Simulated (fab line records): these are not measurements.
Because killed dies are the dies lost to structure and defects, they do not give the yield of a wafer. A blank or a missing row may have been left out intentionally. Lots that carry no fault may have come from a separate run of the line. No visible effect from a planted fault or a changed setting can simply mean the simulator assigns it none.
Which tool did it?    flow nandHarc    10 lots, 30 wafers sampled, at 5 steps of a route of 1302

== WHAT THE GAUGES SHOWED, per wafer ==
NHARC_END_SORT_01.
lot   measured      on         killedAtArray  killedAtOther  killedAtPeriphery  killedDies   killedOpen  killedShort
L902  day 25 16:46  prober-01  671 672 672    2 1 2          4 4 3              677 677 677  2 8 2       2 2 3
L905  day 27 07:25  prober-01  671 675 671    1 1 1          5 1 5              677 677 677  3 0 1       0 0 3
L912  day 30 09:41  prober-01  37 49 43       0 0 0          5 1 3              42 50 46     5 5 4       3 5 2
L911  day 30 20:06  prober-02  59 52 52       1 0 2          2 2 1              62 54 55     4 5 2       3 1 1
L913  day 31 04:52  prober-01  66 66 64       6 3 4          3 1 1              75 70 69     4 0 2       4 2 4
L914  day 30 09:40  prober-02  68 54 46       0 0 0          0 5 7              68 59 53     1 0 4       1 2 0
L916  day 31 09:13  prober-02  47 55 47       0 0 0          4 6 4              51 61 51     2 2 2       1 3 4

== TOOL THAT RAN EACH LOT (tool first, then ch and the chambers of the sampled wafers, then the start) ==
lot   NHARC_A_STAIRCASE_DESCUM_186       NHARC_A_STAIRCASE_TRIM_193                    NHARC_A_STAIRCASE_TRIM_196         NHARC_A_STAIRCASE_TRIM_200
L899  rieDiel-11 ch 0,1,3, day 16 05:11  rieDiel-11 ch 0,1, day 16 06:47 or earlier    rieDiel-11 ch 1,2,3, day 16 06:47  rieDiel-11 ch 0,2,3, no start
L902  rieDiel-02 ch 1,2, day 17 19:17    rieDiel-02 ch 0,1,3, day 17 20:24 or earlier  rieDiel-02 ch 1,2, day 17 20:24    rieDiel-02 ch 0,1,2, day 25 16:46 or earlier
L905  rieDiel-11 ch 1,3, day 18 18:46    rieDiel-11 ch 1,2,3, day 18 20:19 or earlier  rieDiel-11 ch 0,1,3, day 18 20:19  rieDiel-11 ch 2,3, day 27 07:25 or earlier
L912  rieDiel-10 ch 0,1,3, day 21 21:04  rieDiel-10 ch 1,2, day 21 22:11 or earlier    rieDiel-11 ch 0,1,3, day 21 22:11  rieDiel-11 ch 0,2, day 30 09:41 or earlier
L911  rieDiel-10 ch 0,2,3, day 22 03:29  rieDiel-10 ch 1,2, day 22 04:39 or earlier    rieDiel-02 ch 0,3, day 22 04:39    rieDiel-02 ch 0,1, day 30 20:06 or earlier
L913  rieDiel-11 ch 1,2,3, day 22 09:58  rieDiel-11 ch 1,2,3, day 22 11:17 or earlier  rieDiel-02 ch 0,2, day 22 11:17    rieDiel-02 ch 2,3, day 31 04:52 or earlier
L914  rieDiel-10 ch 1,2,3, day 22 10:29  rieDiel-10 ch 0,1,2, day 22 11:54 or earlier  rieDiel-10 ch 1,2,3, day 22 11:54  rieDiel-10 ch 0,1,2, day 30 09:40 or earlier
L915  rieDiel-11 ch 2,3, day 22 23:25    rieDiel-11 ch 2,3, day 23 00:34 or earlier    rieDiel-11 ch 0,2,3, day 23 00:34  rieDiel-11 ch 0,1,2, no start
L916  rieDiel-11 ch 0,1,3, day 23 06:24  rieDiel-11 ch 1,3, day 23 09:22 or earlier    rieDiel-02 ch 1,3, day 23 09:22    rieDiel-02 ch 0,1,3, day 31 09:13 or earlier
L921  rieDiel-11 ch 0,1, day 24 22:29    rieDiel-11 ch 0,1, day 24 23:51 or earlier    rieDiel-10 ch 0,1,3, day 24 23:51  rieDiel-10 ch 0,3, no start
- NHARC_A_STAIRCASE_DESCUM_186: chemistry O2, time 3 s.
- NHARC_A_STAIRCASE_TRIM_193: chemistry O2, time 211.2 s.
- NHARC_A_STAIRCASE_TRIM_196: chemistry O2, time 211.2 s.
- NHARC_A_STAIRCASE_TRIM_200: chemistry O2, time 211.2 s.

== WHAT THE TOOLS THEMSELVES READ (means of the sampled wafers that have a number; where no wafer has one, the mark that the record gives instead) ==
NHARC_A_STAIRCASE_DESCUM_186.
lot   tool        chamberPressureMTorr (mTorr)  drypumpMotorCurrentA (A)  mfcArSccm (sccm)  oesProductAu (a.u.)  rfVppV (V)  showerheadPlenumPTorr (Torr)  throttleValvePct (%)
L899  rieDiel-11  60.03                         5.7                       0.003             1.000                58.2        1.94                          11.308
L902  rieDiel-02  59.95                         5.9                       0.000             0.994                58.8        2.00                          11.314
L905  rieDiel-11  60.02                         6.0                       0.003             1.002                56.9        1.86                          11.315
L912  rieDiel-10  60.02                         6.2                       0.017             1.000                58.1        1.92                          11.314
L911  rieDiel-10  60.00                         5.8                       0.017             1.000                58.2        2.01                          11.312
L913  rieDiel-11  59.98                         5.9                       0.003             1.002                58.0        1.94                          11.303
L914  rieDiel-10  60.02                         6.1                       0.012             0.996                57.6        1.96                          11.309
L915  rieDiel-11  60.07                         6.1                       0.000             1.006                57.4        1.90                          11.314
L916  rieDiel-11  60.03                         5.7                       0.003             0.994                57.8        1.92                          11.306
L921  rieDiel-11  59.97                         5.3                       0.003             0.999                58.7        2.00                          11.315

NHARC_A_STAIRCASE_TRIM_193.
lot   tool        chamberPressureMTorr (mTorr)  drypumpMotorCurrentA (A)  mfcArSccm (sccm)  oesProductAu (a.u.)  rfVppV (V)  showerheadPlenumPTorr (Torr)  throttleValvePct (%)
L899  rieDiel-11  59.98                         5.4                       0.005             0.995                58.1        3.66                          17.034
L902  rieDiel-02  60.04                         5.6                       0.000             0.991                57.5        3.53                          17.037
L905  rieDiel-11  60.02                         5.9                       0.003             1.002                57.3        3.41                          17.047
L912  rieDiel-10  60.03                         6.0                       0.000             0.996                58.0        3.51                          17.041
L911  rieDiel-10  60.00                         5.6                       0.000             1.008                58.0        3.65                          17.040
L913  rieDiel-11  60.01                         5.9                       0.003             1.008                58.1        3.58                          17.039
L914  rieDiel-10  60.00                         5.7                       0.005             0.999                58.2        3.59                          17.040
L915  rieDiel-11  60.06                         6.2                       0.000             0.998                57.3        3.49                          17.040
L916  rieDiel-11  59.98                         6.0                       0.003             1.001                57.3        3.42                          17.043
L921  rieDiel-11  59.99                         5.4                       0.005             1.010                58.8        3.62                          17.043

NHARC_A_STAIRCASE_TRIM_196.
lot   tool        chamberPressureMTorr (mTorr)  drypumpMotorCurrentA (A)  mfcArSccm (sccm)  oesProductAu (a.u.)  rfVppV (V)  showerheadPlenumPTorr (Torr)  throttleValvePct (%)
L899  rieDiel-11  60.03                         5.9                       0.003             1.002                57.5        3.42                          17.038
L902  rieDiel-02  -                             -                         -                 -                    -           -                             -
L905  rieDiel-11  -                             -                         -                 -                    -           -                             -
L912  rieDiel-11  60.01                         5.7                       0.003             1.007                57.8        3.56                          17.031
L911  rieDiel-02  60.02                         5.8                       0.000             0.991                58.3        3.37                          17.041
L913  rieDiel-02  60.00                         6.1                       0.000             0.985                57.4        3.41                          17.046
L914  rieDiel-10  59.94                         6.1                       0.012             1.004                57.9        3.60                          17.033
L915  rieDiel-11  59.98                         5.9                       0.000             1.008                57.4        3.61                          17.032
L916  rieDiel-02  59.99                         5.3                       0.000             0.996                58.2        3.63                          17.051
L921  rieDiel-10  59.99                         6.3                       0.017             1.005                57.6        3.53                          17.044

NHARC_A_STAIRCASE_TRIM_200.
lot   tool        chamberPressureMTorr (mTorr)  drypumpMotorCurrentA (A)  mfcArSccm (sccm)  oesProductAu (a.u.)  rfVppV (V)  showerheadPlenumPTorr (Torr)  throttleValvePct (%)
L899  rieDiel-11  60.02                         5.9                       0.000             0.996                58.1        3.46                          17.038
L902  rieDiel-02  59.97                         5.9                       0.000             0.991                58.2        3.57                          17.037
L905  rieDiel-11  59.99                         6.2                       0.000             1.004                57.2        3.30                          17.025
L912  rieDiel-11  59.99                         5.9                       0.000             0.994                58.3        3.77                          17.038
L911  rieDiel-02  59.96                         5.8                       0.000             0.986                57.4        3.45                          17.027
L913  rieDiel-02  59.98                         6.0                       0.000             1.000                58.5        3.58                          17.045
L914  rieDiel-10  59.96                         5.7                       0.005             0.999                57.4        3.59                          17.035
L915  rieDiel-11  59.97                         5.6                       0.003             1.004                57.4        3.70                          17.029
L916  rieDiel-02  60.01                         5.5                       0.000             0.989                57.0        3.50                          17.037
L921  rieDiel-10  60.01                         6.3                       0.029             1.003                58.0        3.62                          17.041

== THE ANSWER, worked out from the rows above alone ==
Rule: the usual values come from the lots themselves. Put in order of their means at a reading, lots are off if they are a third of the lots or fewer, leave a main group of 4 or more, and stand apart from it by a gap of 3 or more times the standard deviation of the main group's means; of several such gaps the widest counts. Not used: any main group whose means are identical at the precision the tables above print for the reading. A lot without any number at a reading at which 4 lots or more have one is off too. All remaining lots with rows at the step are treated as sound. Order of review: gauges by route order, followed by the tools' own readings, for which a lot's mean as printed above is used. The first step at which some lot is off is used, and at that step the reading that is off furthest; a lot without a number counts as furthest.
Off: L902, L905, at NHARC_END_SORT_01 (killedAtArray). The main group: mean 54, standard deviation 7.4. Neither off nor sound, because the step has no rows for them: L899, L915, L921.
If a tool, at a process step before that reading, ran all the lots that are off and no sound lot after the first of them, it fits. The gauges at NHARC_END_SORT_01 aren't tried: what is off there is off at NHARC_A_STAIRCASE_TRIM_196 too, on other tools, and a gauge's error can't cause that. NHARC_A_STAIRCASE_TRIM_193: start missing for some lots; hours and lot order therefore follow NHARC_A_STAIRCASE_TRIM_196. NHARC_A_STAIRCASE_TRIM_200: start missing for some lots; hours and lot order therefore follow NHARC_END_SORT_01. Not one of the candidates tried fits.

== WHAT HAD BEEN PUT IN BY THE SIMULATOR ==
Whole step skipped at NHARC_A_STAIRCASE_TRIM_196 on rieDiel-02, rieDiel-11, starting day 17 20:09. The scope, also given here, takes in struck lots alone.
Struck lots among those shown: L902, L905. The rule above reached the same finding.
